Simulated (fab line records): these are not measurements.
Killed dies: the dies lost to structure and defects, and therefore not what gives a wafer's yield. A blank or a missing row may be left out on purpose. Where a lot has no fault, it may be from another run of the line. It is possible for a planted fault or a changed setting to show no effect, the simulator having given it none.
Which tool did it? | flow n5_finfet | 23 lots with 69 wafers sampled at 5 steps, on a route of 1938 steps

## WHAT EACH GAUGE READ, for each wafer
N5_BEOL_M4_INSPECT_30: inspects for defects (brightfield).
lot  | measured     | on                | raw_defect_count
L074 | day 7 21:10  | defect_inspect-02 | 400 362 400
L076 | day 8 04:37  | defect_inspect-02 | 403 418 454
L075 | day 8 13:46  | defect_inspect-01 | 391 321 307
L077 | day 8 17:08  | defect_inspect-01 | 375 316 445
L078 | day 8 19:32  | defect_inspect-01 | 428 365 317
L080 | day 9 07:24  | defect_inspect-02 | 441 530 404
L079 | day 9 09:55  | defect_inspect-01 | 584 323 478
L082 | day 9 14:38  | defect_inspect-02 | 466 615 509
L081 | day 10 00:20 | defect_inspect-01 | 348 471 497
L084 | day 10 01:21 | defect_inspect-02 | 390 488 416
L083 | day 10 01:42 | defect_inspect-01 | 401 376 292
L085 | day 10 17:13 | defect_inspect-02 | 724 398 706
L087 | day 11 05:29 | defect_inspect-02 | 400 374 340
L086 | day 11 06:33 | defect_inspect-02 | 396 489 412
L088 | day 11 12:03 | defect_inspect-01 | 534 521 527
L089 | day 11 13:11 | defect_inspect-02 | 408 357 469
L091 | day 12 00:06 | defect_inspect-02 | 466 388 355
L092 | day 12 01:11 | defect_inspect-01 | 367 587 496
L093 | day 12 22:58 | defect_inspect-01 | 268 347 422
L095 | day 13 00:32 | defect_inspect-02 | 390 356 435
L094 | day 13 03:22 | defect_inspect-02 | 582 535 573
L096 | day 13 05:35 | defect_inspect-02 | 573 501 494
L097 | day 13 21:45 | defect_inspect-02 | 477 356 414

## WHICH TOOL RAN EACH LOT (tool, then ch and the chambers of the sampled wafers, then the start)
lot  | N5_BEOL_M3_ALD_84                   | N5_BEOL_M3_ANNEAL_51             | N5_BEOL_M4_ILD_DEP_00           | N5_BEOL_M4_STRIP_19
L074 | ald_metal-02 ch 0,2,3, day 7 12:58  | rtp_anneal-01 ch 0, day 7 15:31  | pecvd-03 ch 0,1, day 7 16:32    | rie_diel-01 ch 0,1,3, day 7 20:34
L076 | ald_metal-03 ch 1,2,3, day 7 22:24  | rtp_anneal-01 ch 0, day 8 01:02  | pecvd-01 ch 0,1, day 8 01:57    | rie_diel-04 ch 0,1, day 8 04:01
L075 | ald_metal-03 ch 1,3, day 8 06:24    | rtp_anneal-01 ch 0, day 8 09:41  | pecvd-03 ch 0,1, day 8 10:33    | rie_diel-01 ch 0,1,2, day 8 13:09
L077 | ald_metal-01 ch 0,1,3, day 8 10:02  | rtp_anneal-01 ch 0, day 8 12:35  | pecvd-01 ch 0,1,2, day 8 13:30  | rie_diel-01 ch 1,2, day 8 16:40
L078 | ald_metal-02 ch 1,2,3, day 8 12:49  | rtp_anneal-02 ch 0, day 8 15:24  | pecvd-03 ch 0,1,2, day 8 16:19  | rie_diel-03 ch 0,1,2, day 8 19:03
L080 | ald_metal-03 ch 0,1, day 9 00:33    | rtp_anneal-01 ch 0, day 9 03:08  | pecvd-01 ch 0,1,2, day 9 04:00  | rie_diel-03 ch 0,2, day 9 06:47
L079 | ald_metal-01 ch 0,2, day 9 03:42    | rtp_anneal-01 ch 0, day 9 06:47  | pecvd-04 ch 0,2, day 9 07:40    | rie_diel-04 ch 1,2, day 9 09:25
L082 | ald_metal-01 ch 0,1, day 9 08:32    | rtp_anneal-01 ch 0, day 9 11:08  | pecvd-01 ch 1, day 9 12:14      | rie_diel-04 ch 0,1,2, day 9 14:02
L081 | ald_metal-03 ch 1,2,3, day 9 16:54  | rtp_anneal-02 ch 0, day 9 19:36  | pecvd-01 ch 0,1, day 9 20:31    | rie_diel-03 ch 0,2, day 9 23:44
L084 | ald_metal-03 ch 0,2,3, day 9 20:00  | rtp_anneal-02 ch 0, day 9 22:26  | pecvd-04 ch 0,1, day 9 23:26    | rie_diel-01 ch 1,2,3, day 10 00:52
L083 | ald_metal-02 ch 0,1,3, day 9 20:12  | rtp_anneal-02 ch 0, day 9 22:42  | pecvd-03 ch 0,1, day 9 23:40    | rie_diel-01 ch 1,3, day 10 01:06
L085 | ald_metal-03 ch 0,3, day 10 11:31   | rtp_anneal-01 ch 0, day 10 14:17 | pecvd-04 ch 0,1, day 10 15:07   | rie_diel-03 ch 2,3, day 10 16:44
L087 | ald_metal-03 ch 0,2, day 10 23:31   | rtp_anneal-02 ch 0, day 11 02:23 | pecvd-01 ch 2, day 11 03:17     | rie_diel-01 ch 0,1, day 11 05:00
L086 | ald_metal-02 ch 2,3, day 10 23:32   | rtp_anneal-01 ch 0, day 11 03:55 | pecvd-01 ch 1,2, day 11 04:47   | rie_diel-04 ch 0,1,2, day 11 06:05
L088 | ald_metal-01 ch 1,2, day 11 05:11   | rtp_anneal-01 ch 0, day 11 07:55 | pecvd-04 ch 0,1, day 11 08:55   | rie_diel-01 ch 0,1, day 11 11:34
L089 | ald_metal-03 ch 0,1,2, day 11 07:57 | rtp_anneal-02 ch 0, day 11 10:26 | pecvd-03 ch 0,1,2, day 11 11:18 | rie_diel-04 ch 1,2, day 11 12:34
L091 | ald_metal-02 ch 0,1, day 11 16:03   | rtp_anneal-02 ch 0, day 11 19:07 | pecvd-04 ch 1,2, day 11 20:12   | rie_diel-03 ch 0,2, day 11 23:36
L092 | ald_metal-01 ch 0,2,3, day 11 19:26 | rtp_anneal-01 ch 0, day 11 22:26 | pecvd-01 ch 1,2, day 11 23:19   | rie_diel-01 ch 1,2,3, day 12 00:43
L093 | ald_metal-01 ch 0,1,3, day 12 13:57 | rtp_anneal-01 ch 0, day 12 16:48 | pecvd-01 ch 0,2, day 12 17:42   | rie_diel-01 ch 0,1,3, day 12 22:29
L095 | ald_metal-03 ch 0,2,3, day 12 16:51 | rtp_anneal-01 ch 0, day 12 21:08 | pecvd-01 ch 1,2, day 12 22:03   | rie_diel-03 ch 0,3, day 12 23:56
L094 | ald_metal-02 ch 0,3, day 12 16:52   | rtp_anneal-02 ch 0, day 12 22:58 | pecvd-03 ch 0,2, day 12 23:59   | rie_diel-03 ch 0,1, day 13 02:45
L096 | ald_metal-02 ch 0,2,3, day 12 23:43 | rtp_anneal-02 ch 0, day 13 02:14 | pecvd-01 ch 1,2, day 13 03:07   | rie_diel-04 ch 0,3, day 13 05:06
L097 | ald_metal-01 ch 0,1,3, day 13 14:02 | rtp_anneal-01 ch 0, day 13 16:52 | pecvd-01 ch 0,1,2, day 13 17:47 | rie_diel-01 ch 1,2,3, day 13 21:16
- N5_BEOL_M3_ALD_84: deposits TaN, pulse time 2 s, purge time 3 s, co reactant purge time 2 s.
- N5_BEOL_M3_ANNEAL_51: time 90 s.
- N5_BEOL_M4_ILD_DEP_00: deposits SiOC from DEMS/O2, target thk 79 nm, time 15.3 s.
- N5_BEOL_M4_STRIP_19: strips in O2.

## WHAT THE TOOLS THEMSELVES READ (means of the sampled wafers that have a number; where no wafer has one, the mark that the record gives instead)
N5_BEOL_M3_ALD_84.
lot  | tool         | heater_power_outer_w (W) | heater_power_w (W) | mfc_carrier_sccm (sccm)
L074 | ald_metal-02 | 223                      | 427                | 1503
L076 | ald_metal-03 | 235                      | 439                | 1499
L075 | ald_metal-03 | 254                      | 478                | 1502
L077 | ald_metal-01 | 226                      | 398                | 1502
L078 | ald_metal-02 | 204                      | 406                | 1499
L080 | ald_metal-03 | 239                      | 405                | 1506
L079 | ald_metal-01 | 236                      | 436                | 1497
L082 | ald_metal-01 | 229                      | 396                | 1503
L081 | ald_metal-03 | 231                      | 439                | 1502
L084 | ald_metal-03 | 232                      | 433                | 1494
L083 | ald_metal-02 | 224                      | 430                | 1501
L085 | ald_metal-03 | 253                      | 463                | 1501
L087 | ald_metal-03 | 214                      | 403                | 1503
L086 | ald_metal-02 | 236                      | 454                | 1498
L088 | ald_metal-01 | 212                      | 396                | 1499
L089 | ald_metal-03 | 223                      | 405                | 1501
L091 | ald_metal-02 | 211                      | 399                | 1504
L092 | ald_metal-01 | 232                      | 429                | 1504
L093 | ald_metal-01 | 228                      | 404                | 1497
L095 | ald_metal-03 | 230                      | 435                | 1499
L094 | ald_metal-02 | 256                      | 491                | 1501
L096 | ald_metal-02 | 222                      | 423                | 1500
L097 | ald_metal-01 | 230                      | 396                | 1504

N5_BEOL_M3_ANNEAL_51.
lot  | tool          | wafer_temp_C_max
L074 | rtp_anneal-01 | 226.38
L076 | rtp_anneal-01 | 226.57
L075 | rtp_anneal-01 | 226.23
L077 | rtp_anneal-01 | 226.18
L078 | rtp_anneal-02 | 226.25
L080 | rtp_anneal-01 | 226.51
L079 | rtp_anneal-01 | 226.06
L082 | rtp_anneal-01 | 226.72
L081 | rtp_anneal-02 | 226.66
L084 | rtp_anneal-02 | 226.21
L083 | rtp_anneal-02 | 226.24
L085 | rtp_anneal-01 | 226.08
L087 | rtp_anneal-02 | 226.01
L086 | rtp_anneal-01 | 226.59
L088 | rtp_anneal-01 | 226.43
L089 | rtp_anneal-02 | 226.24
L091 | rtp_anneal-02 | 226.16
L092 | rtp_anneal-01 | 226.41
L093 | rtp_anneal-01 | 226.30
L095 | rtp_anneal-01 | 226.13
L094 | rtp_anneal-02 | 226.71
L096 | rtp_anneal-02 | 226.21
L097 | rtp_anneal-01 | 226.20

N5_BEOL_M4_ILD_DEP_00.
lot  | tool     | heater_power_outer_w (W) | heater_power_w (W) | showerhead_plenum_p_Torr (Torr) | throttle_valve_pct (%)
L074 | pecvd-03 | 194                      | 419                | 5.713                           | 11.0
L076 | pecvd-01 | 251                      | 433                | 5.676                           | 11.8
L075 | pecvd-03 | 202                      | 424                | 5.700                           | 11.1
L077 | pecvd-01 | 286                      | 495                | 5.679                           | 12.1
L078 | pecvd-03 | 218                      | 417                | 5.707                           | 11.4
L080 | pecvd-01 | 285                      | 500                | 5.688                           | 11.9
L079 | pecvd-04 | 227                      | 425                | 5.667                           | 12.1
L082 | pecvd-01 | 268                      | 483                | 5.676                           | 12.1
L081 | pecvd-01 | 277                      | 479                | 5.676                           | 12.1
L084 | pecvd-04 | 258                      | 464                | 5.709                           | 12.2
L083 | pecvd-03 | 206                      | 424                | 5.708                           | 11.1
L085 | pecvd-04 | 292                      | 477                | 5.698                           | 12.9
L087 | pecvd-01 | 294                      | 534                | 5.678                           | 11.1
L086 | pecvd-01 | 299                      | 538                | 5.671                           | 11.8
L088 | pecvd-04 | 264                      | 470                | 5.713                           | 12.5
L089 | pecvd-03 | 206                      | 409                | 5.706                           | 11.3
L091 | pecvd-04 | 219                      | 444                | 5.695                           | 11.8
L092 | pecvd-01 | 331                      | 587                | 5.674                           | 11.3
L093 | pecvd-01 | 298                      | 529                | 5.679                           | 11.4
L095 | pecvd-01 | 302                      | 545                | 5.676                           | 11.5
L094 | pecvd-03 | 234                      | 451                | 5.712                           | 11.6
L096 | pecvd-01 | 289                      | 527                | 5.680                           | 11.6
L097 | pecvd-01 | 281                      | 504                | 5.677                           | 11.6

N5_BEOL_M4_STRIP_19.
lot  | tool        | chamber_pressure_mTorr (mTorr) | drypump_motor_current_A (A) | oes_product_au (a.u.) | rf_vpp_V (V) | showerhead_plenum_p_Torr (Torr) | throttle_valve_pct (%)
L074 | rie_diel-01 | 30.009                         | 5.6                         | 0.76                  | 3.9          | 2.09                            | 16.50
L076 | rie_diel-04 | 30.008                         | 5.8                         | 0.79                  | 4.0          | 2.05                            | 16.61
L075 | rie_diel-01 | 29.991                         | 5.8                         | 0.84                  | 3.8          | 2.05                            | 16.38
L077 | rie_diel-01 | 30.019                         | 5.9                         | 0.92                  | 3.5          | 2.08                            | 16.26
L078 | rie_diel-03 | 30.014                         | 5.7                         | 0.84                  | 3.5          | 2.11                            | 16.45
L080 | rie_diel-03 | 30.005                         | 5.9                         | 0.84                  | 3.6          | 2.10                            | 16.31
L079 | rie_diel-04 | 30.008                         | 5.4                         | 0.87                  | 4.0          | 2.05                            | 16.52
L082 | rie_diel-04 | 30.010                         | 5.7                         | 0.81                  | 3.5          | 2.04                            | 16.55
L081 | rie_diel-03 | 29.998                         | 6.1                         | 0.77                  | 3.8          | 2.09                            | 16.57
L084 | rie_diel-01 | 30.008                         | 5.7                         | 0.81                  | 3.7          | 2.12                            | 16.42
L083 | rie_diel-01 | 30.004                         | 5.4                         | 0.74                  | 3.4          | 2.16                            | 16.55
L085 | rie_diel-03 | 30.014                         | 5.5                         | 0.81                  | 2.8          | 2.10                            | 16.46
L087 | rie_diel-01 | 30.002                         | 5.7                         | 0.79                  | 3.8          | 2.06                            | 16.31
L086 | rie_diel-04 | 30.005                         | 5.7                         | 0.80                  | 3.6          | 2.04                            | 16.58
L088 | rie_diel-01 | 30.023                         | 5.7                         | 0.74                  | 3.9          | 2.02                            | 16.53
L089 | rie_diel-04 | 30.013                         | 5.5                         | 0.83                  | 3.2          | 2.04                            | 16.50
L091 | rie_diel-03 | 29.986                         | 5.9                         | 0.81                  | 3.4          | 2.09                            | 16.36
L092 | rie_diel-01 | 30.000                         | 5.6                         | 0.79                  | 4.1          | 2.11                            | 16.44
L093 | rie_diel-01 | 30.028                         | 5.6                         | 0.72                  | 3.6          | 2.08                            | 16.57
L095 | rie_diel-03 | 29.999                         | 6.0                         | 0.77                  | 3.9          | 2.06                            | 16.82
L094 | rie_diel-03 | 29.977                         | 5.5                         | 0.78                  | 3.9          | 2.11                            | 16.64
L096 | rie_diel-04 | 30.017                         | 5.7                         | 0.89                  | 3.7          | 2.01                            | 16.43
L097 | rie_diel-01 | 29.993                         | 5.6                         | 0.77                  | 4.0          | 2.11                            | 16.48

## THE ANSWER, worked out from the rows above alone
Rule: the usual values come from the lots themselves. The widest of any qualifying gaps counts: lots, ordered by their means at a reading, are off when they make up no more than a third of the lots, leave a main group of 4 or more, and stand apart from it by 3 or more times the standard deviation of that group's means. The tables above print the reading to a certain number of digits; a main group whose means all agree to those digits is not used. A lot without any number at a reading at which 4 lots or more have one is off too. Any other lot the step has rows for is counted as sound. The gauges are gone through in route order, then the tools' own readings, and for those a lot's mean is taken as printed above. At the first step where some lot is off, the reading lying furthest off is the one used; lots without a number count as furthest.
Across all readings shown, no lot is off: no conclusion can be drawn from this.

## WHAT HAD BEEN PUT IN BY THE SIMULATOR
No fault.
